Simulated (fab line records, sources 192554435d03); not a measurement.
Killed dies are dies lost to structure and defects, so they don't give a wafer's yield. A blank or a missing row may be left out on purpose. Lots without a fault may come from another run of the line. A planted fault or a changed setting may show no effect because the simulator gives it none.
Chamber matching | flow n5_finfet | N5_HKMG_FIN_NWFM_ALD_20 on ald_metal-03: 4 sister chambers
The step deposits TiAlC, target thk 2 nm, pulse time 3 s, purge time 2 s. 14 wafers are shown with their chamber, then 7 later ones without.

WAFERS WITH THEIR CHAMBER
wafer  | chamber | heater_power_w (W) | precursor_pulse_height_rel
L078.2 | 2       | 544                | 1.038
L078.4 | 0       | 403                | 0.986
L078.5 | 3       | 426                | 1.032
L082.1 | 1       | 593                | 1.007
L082.4 | 2       | 524                | 1.014
L082.6 | 3       | 434                | 1.013
L085.1 | 2       | 528                | 1.015
L085.2 | 0       | 403                | 1.028
L085.3 | 3       | 443                | 1.001
L086.3 | 3       | 437                | 1.026
L086.4 | 0       | 398                | 1.013
L086.6 | 0       | 396                | 1.043
L087.2 | 3       | 436                | 0.990
L087.3 | 1       | 606                | 1.002

SIGNATURES (means of the wafers above)
reading                    | chamber 0 | chamber 1 | chamber 2 | chamber 3 | scatter within a chamber
heater_power_w             | 400.00    | 599.50    | 532.00    | 435.20    | 7.05
precursor_pulse_height_rel | 1.01750   | 1.00450   | 1.02233   | 1.01240   | 0.0183
Rule: a wafer's distance from a chamber is the root of the sum, over the readings, of the square of ((its reading less the chamber's mean) divided by the reading's scatter). The wafer belongs to the nearest chamber; if the next one is less than 2 further off, it can't be placed. The scatter: the root of (the sum of the squares of (reading less its chamber's mean) over the shown wafers, divided by (wafers less chambers)).

WAFERS WITHOUT THEIR CHAMBER
wafer  | heater_power_w (W) | precursor_pulse_height_rel
L087.4 | 528                | 1.005
L093.2 | 409                | 1.027
L093.4 | 589                | 1.008
L093.6 | 594                | 1.003
L094.2 | 405                | 0.992
L094.3 | 590                | 0.976
L094.5 | 440                | 0.968

WHICH CHAMBER EACH WENT THROUGH
wafer  | from the rows above | in truth
L087.4 | 2                   | 2
L093.2 | 0                   | 0
L093.4 | 1                   | 1
L093.6 | 1                   | 1
L094.2 | 0                   | 0
L094.3 | 1                   | 1
L094.5 | 3                   | 3
Placed correctly: 7 of 7. Can't be placed from these rows: 0. Placed wrongly: 0.
